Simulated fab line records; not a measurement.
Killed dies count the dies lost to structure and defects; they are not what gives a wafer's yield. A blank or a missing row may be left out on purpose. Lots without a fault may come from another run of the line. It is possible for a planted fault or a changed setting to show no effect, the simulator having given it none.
Struck lot and sound lot, side by side ; flow nand-harc ; 15 out of 1302 route steps
Sound: these wafers, L996.1, L996.3, L996.5. Struck: wafers L103.1, L103.3, L103.5. The cause comes at the end.
For every step that has rows: the tool of each side, followed by ch and its chambers, followed by its first start. Under that, the readings that differ: sound wafers ; struck wafers ; difference of the means ; sigmas: that difference in standard deviations of wafers without a fault.
alike: readings with means less than 2 such deviations apart, plus words and numbers identical on both sides. not compared: withheld readings, readings lacking a value on some wafer, bounds such as >300 that could conceal the same value, and numbers that have no deviation in the record and whose values overlap.
Wherever a step has rows on one side only, a row that says differs or no value, or a row with sigmas, the two part there. Non-overlapping numbers with no deviation appear without sigmas and do not part them. A reading that every wafer of one side lacks parts them only if that side has two wafers or more.

NHARC_A_CHANNEL_FILL_D1_ALD_16: deposits SiO2, target thk 1.5 nm, pulse time 10 s, ald cycles 15.
  sound on ald-hk-04 ch 2,3, day 10 02:37; struck on ald-hk-02 ch 1,3, day 13 03:05
  alike: heater-power-w, precursor-pulse-height-rel
then, 2 steps without rows for these wafers: NHARC_A_CHANNEL_FILL_D1_ANNEAL_17 (time 1800 s); NHARC_A_CHANNEL_FILL_D1_CVD_18 (deposits poly-Si, target thk 3 nm).
NHARC_A_CHANNEL_FILL_D1_ETCHBACK_19: etches the open film in HBr/Cl2, target depth 5 nm, time 1.7 s.
  sound on rie-si-04 ch 0,1,3, day 10 14:38; struck on rie-si-04 ch 0,2,3, day 13 15:02
  alike: drypump-motor-current-A, mfc-cl2-sccm, oes-product-au, throttle-valve-pct
  not compared: rf-hours-counter-h
NHARC_A_CHANNEL_FILL_D1_ETCHBACK_20: etches the open film in C4F8/O2/Ar, target depth 27 nm, time 13.5 s.
  sound on rie-diel-12 ch 0,3, day 10 14:44; struck on rie-diel-01 ch 1,2,3, day 13 15:10
  alike: oes-product-au, rf-vpp-V, run-length-s
  not compared: rf-hours-counter-h
NHARC_A_CHANNEL_FILL_D1_STRIP_28: strips in O2, time 20 s.
  sound on rie-diel-12 ch 0,1,3, day 10 14:50; struck on rie-diel-01 ch 0,2, day 13 15:14
  alike: drypump-motor-current-A, oes-product-au, rf-vpp-V, showerhead-plenum-p-Torr, throttle-valve-pct
  not compared: rf-hours-counter-h
then, 4 steps without rows for these wafers: NHARC_A_CHANNEL_FILL_D1_PRECLEAN_21 (cleans in dHF, time 30 s); NHARC_A_CHANNEL_FILL_D1_SRD_23; NHARC_A_CHANNEL_FILL_D1_CVD_05 (deposits poly-Si, target thk 5 nm); NHARC_A_CHANNEL_FILL_D1_ANNEAL_22 (time 7200 s).
NHARC_A_CHANNEL_FILL_D1_THK_MEAS_06: measures by ellipsometry.
  struck on film-metro-01, day 14 02:54; sound on film-metro-02, day 11 02:37
  alike: thk-nm
then, 1 step without rows for these wafers: NHARC_A_CHANNEL_FILL_D1_ALD_25 (deposits SiOx, target thk 60 nm, pulse time 10 s, ald cycles 600).
NHARC_A_CHANNEL_FILL_D1_ETCHBACK_08: etches the open film in C4F8, target depth 220 nm, time 110 s.
  sound on rie-diel-12 ch 2,3, day 11 09:59; struck on rie-diel-01 ch 0,1,3, day 14 12:14
reading;sound;struck;difference;sigmas
run-length-s (s);131.1 132.0 131.9;254.5 254.4 254.4;+122.8;+99 or more
  alike: oes-product-au, rf-vpp-V
  not compared: rf-hours-counter-h
NHARC_A_CHANNEL_FILL_D1_STRIP_29: strips in O2, time 20 s.
  sound: rie-diel-12 ch 1,3; struck: rie-diel-01 ch 1,2,3
  alike: drypump-motor-current-A, oes-product-au, rf-vpp-V, showerhead-plenum-p-Torr, throttle-valve-pct
  not compared: rf-hours-counter-h
-- break in the record here, with 14 days between the starts of the struck wafers on either side (left off in module A_CHANNEL_FILL_D1, picked up again in module END, where the first step shown is number 1302 on the route) --
NHARC_END_SORT_01:
  only the struck wafers appear in the record here, on prober-01 ch 0 at day 28 00:50; the sound ones have no rows

WHERE THEY PART
Last at NHARC_END_SORT_01 as far as this record goes, first at NHARC_A_CHANNEL_FILL_D1_ETCHBACK_08.

WHY: whatever the simulator had introduced
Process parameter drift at NHARC_A_CHANNEL_FILL_D1_ETCHBACK_08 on rie-diel-01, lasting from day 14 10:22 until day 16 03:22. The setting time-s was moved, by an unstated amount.
